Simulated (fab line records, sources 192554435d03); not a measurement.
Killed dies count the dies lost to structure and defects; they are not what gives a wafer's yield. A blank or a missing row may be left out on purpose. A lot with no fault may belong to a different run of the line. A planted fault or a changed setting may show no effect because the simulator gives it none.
Split-lot trial	flow n5-finfet	7 lots, 21 wafers read, on a route of 1938 steps

== SPLIT DETAILS ==
At N5_BEOL_M9_EXPOSE_25 (exposes mask V8), the setting dose-mj was moved away from the recipe's 37.25 on 7 of the 21 wafers read, by -7.2% to +7.3%. All remaining wafers had this setting at the recipe value.

== FROM THE SPLIT TO THE READING: what the file shows between them, 2 steps ==
- N5_BEOL_M9_PEB_26: peb time 60 s
- N5_BEOL_M9_DEVELOP_27: develop time 30 s

== THE READING ==
At N5_BEOL_M9_CD_MEAS_28: cd-nm in nanometres, against a target cd of 70 nm. On this fab line, fault-free wafers typically give 70.05 nm with a standard deviation of 0.24 nm.

wafer	tool, chamber at the split	dose-mj as run	against the recipe	cd-nm, nm	against lot-mates on the recipe
L079.3	euv-scanner-01, 0	39.81	+6.9%	71.95	+1.83
L079.5	euv-scanner-01, 0	39.81	+6.9%	71.64	+1.52
L079.6	euv-scanner-01, 0	37.25	recipe	70.12	-
L081.2	euv-scanner-02, 0	37.25	recipe	69.72	-
L081.4	euv-scanner-02, 0	37.25	recipe	69.76	-
L081.6	euv-scanner-02, 0	36.35	-2.4%	69.82	+0.08
L090.1	euv-scanner-01, 0	37.25	recipe	69.90	-
L090.2	euv-scanner-01, 0	37.25	recipe	70.00	-
L090.6	euv-scanner-01, 0	38.89	+4.4%	71.30	+1.35
L087.2	euv-scanner-01, 0	37.25	recipe	69.94	-
L087.3	euv-scanner-01, 0	39.98	+7.3%	71.91	+1.94
L087.6	euv-scanner-01, 0	37.25	recipe	70.01	-
L091.1	euv-scanner-01, 0	37.25	recipe	69.96	-
L091.4	euv-scanner-01, 0	37.25	recipe	70.18	-
L091.5	euv-scanner-01, 0	37.25	recipe	70.20	-
L097.3	euv-scanner-01, 0	34.57	-7.2%	68.32	-1.81
L097.4	euv-scanner-01, 0	34.57	-7.2%	68.23	-1.90
L097.5	euv-scanner-01, 0	37.25	recipe	70.13	-
L096.3	euv-scanner-02, 0	37.25	recipe	70.10	-
L096.5	euv-scanner-02, 0	37.25	recipe	70.14	-
L096.6	euv-scanner-02, 0	37.25	recipe	70.43	-

FIT RESULTS
A straight line over all 21 wafers: cd-nm changes by +0.249 nm for each +1% of dose-mj; r = +0.98; the points scatter about the line by 0.18 nm.
The same after taking each lot's own level away (the mean of its wafers on the recipe; 21 wafers): +0.25 nm for each +1%; r = +0.98; scatter 0.19 nm.
That fit puts the effect of the largest move of dose-mj on the reading at 1.8 nm.
From 69.740 to 70.223 nm: that is the span of the lots' own levels, equal to 2.0 times the standard deviation above.
So the lot-to-lot level changes the slope little: the two slopes agree.
Check: +1.86 nm against its lot-mates is what the line predicts for one of the wafers moved furthest among these (+7.3%) when that wafer is left out of the fit. Against them it came out at +1.94 nm.

== ADDITIONAL SPLITS CARRIED BY THESE WAFERS ==
Note: prior to the reading, these wafers also went through further splits. Each is held against what the fit with the lots' levels taken away leaves over:
other split on the same wafers	wafers away from the commonest value	r with cd-nm (lot level and that fit taken away)
N5_BEOL_M9_ILD_DEP_00 time-s	6	+0.25
N5_BEOL_M9_PECVD_70 temp-c	7	+0.06

== THE FILE'S OWN FIT ==
cd-nm changes by +0.252 nm for each +1% of dose-mj, r = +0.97.
